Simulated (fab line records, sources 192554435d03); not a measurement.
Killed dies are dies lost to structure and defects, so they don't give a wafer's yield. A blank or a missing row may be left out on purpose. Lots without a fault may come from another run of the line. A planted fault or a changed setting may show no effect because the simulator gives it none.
Chamber matching | flow n5_finfet | N5_MOL_CONTACT_COAG_ETCHBACK_135 on rie_diel-05: 3 sister chambers
The step etches SiO2 in CHF3, target depth 25 nm, time 16.7 s. 3 wafers are shown with their chamber, then 5 later ones without.

WAFERS WITH THEIR CHAMBER
wafer  | chamber | throttle_valve_pct (%)
L081.1 | 1       | 19.24
L081.6 | 0       | 18.26
L082.5 | 3       | 18.34

WAFERS WITHOUT THEIR CHAMBER
wafer  | throttle_valve_pct (%)
L092.1 | 18.31
L092.4 | 19.29
L092.6 | 18.30
L093.3 | 18.39
L093.5 | 19.29

WHICH CHAMBER EACH WENT THROUGH
wafer  | from the rows above     | in truth
L092.1 | can't be placed: 3 or 0 | 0
L092.4 | 1                       | 1
L092.6 | can't be placed: 0 or 3 | 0
L093.3 | can't be placed: 3 or 0 | 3
L093.5 | 1                       | 1
Placed correctly: 2 of 5. Can't be placed from these rows: 3 (the true chamber is among the candidates in 3). Placed wrongly: 0.
How it was worked out, from the rows above alone: a wafer's distance from a chamber is the root of the sum, over the readings, of the square of ((its reading less the chamber's mean) divided by the reading's scatter). The wafer belongs to the nearest chamber; if the next one is less than 2 further off, it can't be placed. A chamber's mean is the mean of its shown wafers. The scatter: with one shown wafer a chamber, the root of the mean of the squares of how far each hidden wafer lies from its nearest shown one.
